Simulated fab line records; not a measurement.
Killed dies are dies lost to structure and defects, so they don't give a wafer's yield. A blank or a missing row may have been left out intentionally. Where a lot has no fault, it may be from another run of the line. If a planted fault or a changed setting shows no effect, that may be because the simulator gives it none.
Check of tool commonality / flow nand_harc / Sample size 11 lots and 39 wafers

## WHY THIS WAS OPENED
On 2 of the 11 lots, a flag is raised at NHARC_P_BONDPAD_CD_MEAS_09 on the reading cd_nm. Wafers without a fault read 499.5 nm, standard deviation 1.2.
Rule: a lot gets a flag if all its wafers with a number sit over 4 standard deviations from that mean, or if no wafer of it has a number. The other lots count as sound.

lot=L167; measured=day 6 10:18; on=cd_sem-01; cd_nm (nm), wafer by wafer=498.8 497.9 497.1; flag=
lot=L168; measured=day 6 19:55; on=cd_sem-01; cd_nm (nm), wafer by wafer=499.4 500.6 501.7; flag=
lot=L169; measured=day 7 00:39; on=cd_sem-02; cd_nm (nm), wafer by wafer=499.6 497.8 499.5; flag=
lot=L171; measured=day 7 02:44; on=cd_sem-02; cd_nm (nm), wafer by wafer=501.1 499.3 499.1; flag=
lot=L176; measured=day 8 19:35; on=cd_sem-03; cd_nm (nm), wafer by wafer=499.8 499.9 500.6; flag=
lot=L175; measured=day 8 20:16; on=cd_sem-03; cd_nm (nm), wafer by wafer=501.2 499.9 499.4; flag=
lot=L181; measured=day 10 02:13; on=cd_sem-03; cd_nm (nm), wafer by wafer=501.5 500.2 500.2; flag=
lot=L182; measured=day 10 15:01; on=cd_sem-02; cd_nm (nm), wafer by wafer=511.5 512.2 513.0 511.2 512.6 513.0; flag=FLAGGED
lot=L183; measured=day 10 15:57; on=cd_sem-03; cd_nm (nm), wafer by wafer=498.0 498.8 498.9; flag=
lot=L184; measured=day 11 00:32; on=cd_sem-01; cd_nm (nm), wafer by wafer=498.4 499.3 499.2; flag=
lot=L187; measured=day 11 11:22; on=cd_sem-01; cd_nm (nm), wafer by wafer=511.3 509.5 512.0 511.5 509.4 511.7; flag=FLAGGED
Average over the flagged lots: 511.6 nm; offset from the usual +12.1 nm, equal to +10 standard deviations.

## LOT BY LOT: THE TOOL USED
4 process steps preceding the reading are held in the record, out of 1159 steps in the route. Cell contents, in order: the tool; ch with the chambers the sampled wafers went through; the start.
lot=L167; flag=; NHARC_P_M2_ETCH_28=rie_diel-04 ch 0,1, day 6 08:39 or earlier; NHARC_P_M2_PRE_CLEAN_30=pvd_sputter-01, day 6 08:39 or earlier; NHARC_P_M2_DEP_33=pecvd-03 ch 0,2, day 6 08:39; NHARC_P_BONDPAD_EXPOSE_06=krf_scanner-02 ch 0, day 6 10:09
lot=L168; flag=; NHARC_P_M2_ETCH_28=rie_diel-03 ch 0,1,3, day 6 18:17 or earlier; NHARC_P_M2_PRE_CLEAN_30=pvd_sputter-02, day 6 18:17 or earlier; NHARC_P_M2_DEP_33=pecvd-04 ch 0,1, day 6 18:17; NHARC_P_BONDPAD_EXPOSE_06=krf_scanner-03 ch 0, day 6 19:47
lot=L169; flag=; NHARC_P_M2_ETCH_28=rie_diel-04 ch 0,3, day 6 23:11 or earlier; NHARC_P_M2_PRE_CLEAN_30=pvd_sputter-03, day 6 23:11 or earlier; NHARC_P_M2_DEP_33=pecvd-02 ch 0,1,2, day 6 23:11; NHARC_P_BONDPAD_EXPOSE_06=krf_scanner-03 ch 0, day 7 00:30
lot=L171; flag=; NHARC_P_M2_ETCH_28=rie_diel-04 ch 0,1,2, day 7 01:04 or earlier; NHARC_P_M2_PRE_CLEAN_30=pvd_sputter-03, day 7 01:04 or earlier; NHARC_P_M2_DEP_33=pecvd-04 ch 0,1, day 7 01:04; NHARC_P_BONDPAD_EXPOSE_06=krf_scanner-02 ch 0, day 7 02:35
lot=L176; flag=; NHARC_P_M2_ETCH_28=rie_diel-03 ch 1,3, day 8 18:05 or earlier; NHARC_P_M2_PRE_CLEAN_30=pvd_sputter-01, day 8 18:05 or earlier; NHARC_P_M2_DEP_33=pecvd-04 ch 1,2, day 8 18:05; NHARC_P_BONDPAD_EXPOSE_06=krf_scanner-03 ch 0, day 8 19:26
lot=L175; flag=; NHARC_P_M2_ETCH_28=rie_diel-04 ch 0,1, day 8 18:38 or earlier; NHARC_P_M2_PRE_CLEAN_30=pvd_sputter-02, day 8 18:38 or earlier; NHARC_P_M2_DEP_33=pecvd-03 ch 1,2, day 8 18:38; NHARC_P_BONDPAD_EXPOSE_06=krf_scanner-01 ch 0, day 8 20:08
lot=L181; flag=; NHARC_P_M2_ETCH_28=rie_diel-04 ch 0,1,2, day 10 00:44 or earlier; NHARC_P_M2_PRE_CLEAN_30=pvd_sputter-03, day 10 00:44 or earlier; NHARC_P_M2_DEP_33=pecvd-02 ch 0,1,2, day 10 00:44; NHARC_P_BONDPAD_EXPOSE_06=krf_scanner-03 ch 0, day 10 02:04
lot=L182; flag=FLAGGED; NHARC_P_M2_ETCH_28=rie_diel-04 ch 1,2,3, day 10 13:14 or earlier; NHARC_P_M2_PRE_CLEAN_30=pvd_sputter-01, day 10 13:14 or earlier; NHARC_P_M2_DEP_33=pecvd-03 ch 0,1, day 10 13:14; NHARC_P_BONDPAD_EXPOSE_06=krf_scanner-03 ch 0, day 10 14:52
lot=L183; flag=; NHARC_P_M2_ETCH_28=rie_diel-04 ch 0,2,3, day 10 14:23 or earlier; NHARC_P_M2_PRE_CLEAN_30=pvd_sputter-01, day 10 14:23 or earlier; NHARC_P_M2_DEP_33=pecvd-02 ch 1,2, day 10 14:23; NHARC_P_BONDPAD_EXPOSE_06=krf_scanner-01 ch 0, day 10 15:48
lot=L184; flag=; NHARC_P_M2_ETCH_28=rie_diel-04 ch 0,1,3, day 10 23:01 or earlier; NHARC_P_M2_PRE_CLEAN_30=pvd_sputter-02, day 10 23:01 or earlier; NHARC_P_M2_DEP_33=pecvd-04 ch 0,1, day 10 23:01; NHARC_P_BONDPAD_EXPOSE_06=krf_scanner-02 ch 0, day 11 00:23
lot=L187; flag=FLAGGED; NHARC_P_M2_ETCH_28=rie_diel-03 ch 0,3, day 11 09:41 or earlier; NHARC_P_M2_PRE_CLEAN_30=pvd_sputter-02, day 11 09:41 or earlier; NHARC_P_M2_DEP_33=pecvd-03 ch 0,1,2, day 11 09:41; NHARC_P_BONDPAD_EXPOSE_06=krf_scanner-03 ch 0, day 11 11:13
What these steps do:
- NHARC_P_M2_ETCH_28: etches the open film in CF4/N2, target depth 30 nm, time 72.99 s.
- NHARC_P_M2_PRE_CLEAN_30: time 30 s.
- NHARC_P_M2_DEP_33: deposits SiCN, target thk 30 nm.
- NHARC_P_BONDPAD_EXPOSE_06: exposes mask P BPAD.
- NHARC_P_BONDPAD_CD_MEAS_09: target cd 500 nm.

## FLAGGED AGAINST TOTAL, ONE TOOL AT A TIME (gauges that did the reading follow at the end)
step=NHARC_P_M2_ETCH_28; tool=rie_diel-03; lots run=3; flagged=1; share of the flagged lots=some; sound lots run after its first flagged lot=0
step=NHARC_P_M2_ETCH_28; tool=rie_diel-04; lots run=8; flagged=1; share of the flagged lots=some; sound lots run after its first flagged lot=2 (L183,L184)
step=NHARC_P_M2_PRE_CLEAN_30; tool=pvd_sputter-01; lots run=4; flagged=1; share of the flagged lots=some; sound lots run after its first flagged lot=1 (L183)
step=NHARC_P_M2_PRE_CLEAN_30; tool=pvd_sputter-02; lots run=4; flagged=1; share of the flagged lots=some; sound lots run after its first flagged lot=0
step=NHARC_P_M2_PRE_CLEAN_30; tool=pvd_sputter-03; lots run=3; flagged=0; share of the flagged lots=none; sound lots run after its first flagged lot=-
step=NHARC_P_M2_DEP_33; tool=pecvd-02; lots run=3; flagged=0; share of the flagged lots=none; sound lots run after its first flagged lot=-
step=NHARC_P_M2_DEP_33; tool=pecvd-03; lots run=4; flagged=2; share of the flagged lots=all; sound lots run after its first flagged lot=0
step=NHARC_P_M2_DEP_33; tool=pecvd-04; lots run=4; flagged=0; share of the flagged lots=none; sound lots run after its first flagged lot=-
step=NHARC_P_BONDPAD_EXPOSE_06; tool=krf_scanner-01; lots run=2; flagged=0; share of the flagged lots=none; sound lots run after its first flagged lot=-
step=NHARC_P_BONDPAD_EXPOSE_06; tool=krf_scanner-02; lots run=3; flagged=0; share of the flagged lots=none; sound lots run after its first flagged lot=-
step=NHARC_P_BONDPAD_EXPOSE_06; tool=krf_scanner-03; lots run=6; flagged=2; share of the flagged lots=all; sound lots run after its first flagged lot=0
step=NHARC_P_BONDPAD_CD_MEAS_09; tool=cd_sem-01; lots run=4; flagged=1; share of the flagged lots=some; sound lots run after its first flagged lot=0
step=NHARC_P_BONDPAD_CD_MEAS_09; tool=cd_sem-02; lots run=3; flagged=1; share of the flagged lots=some; sound lots run after its first flagged lot=0
step=NHARC_P_BONDPAD_CD_MEAS_09; tool=cd_sem-03; lots run=4; flagged=0; share of the flagged lots=none; sound lots run after its first flagged lot=-
Because NHARC_P_M2_ETCH_28 lacks a start for some lots, the hours and order of its lots are taken from NHARC_P_M2_DEP_33. Because NHARC_P_M2_PRE_CLEAN_30 lacks a start for some lots, the hours and order of its lots are taken from NHARC_P_M2_DEP_33.

## WHAT IS ALLOWED BY THE TABLE
In 2 table rows, all flagged lots were run: pecvd-03 (NHARC_P_M2_DEP_33), krf_scanner-03 (NHARC_P_BONDPAD_EXPOSE_06).
- pecvd-03 at NHARC_P_M2_DEP_33: 2 of its 4 lots flagged. Its last sound lot is L175 (day 8 18:38), its first flagged lot L182 (day 10 13:14): a fault that began between those two fits.
- krf_scanner-03 at NHARC_P_BONDPAD_EXPOSE_06: 2 of its 6 lots flagged. Its last sound lot is L181 (day 10 02:04), its first flagged lot L182 (day 10 14:52): a fault that began between those two fits. Its own readings (exposure_dose_mJ_cm2) fall more than 4 standard deviations out on all wafers of the flagged lots.
Because each of these 2 tools fits a fault that began at some hour, counting lots does not separate them. More lots, or a look at what each step does to the wafer, might.

## WHAT THE SIMULATOR HAD PUT IN
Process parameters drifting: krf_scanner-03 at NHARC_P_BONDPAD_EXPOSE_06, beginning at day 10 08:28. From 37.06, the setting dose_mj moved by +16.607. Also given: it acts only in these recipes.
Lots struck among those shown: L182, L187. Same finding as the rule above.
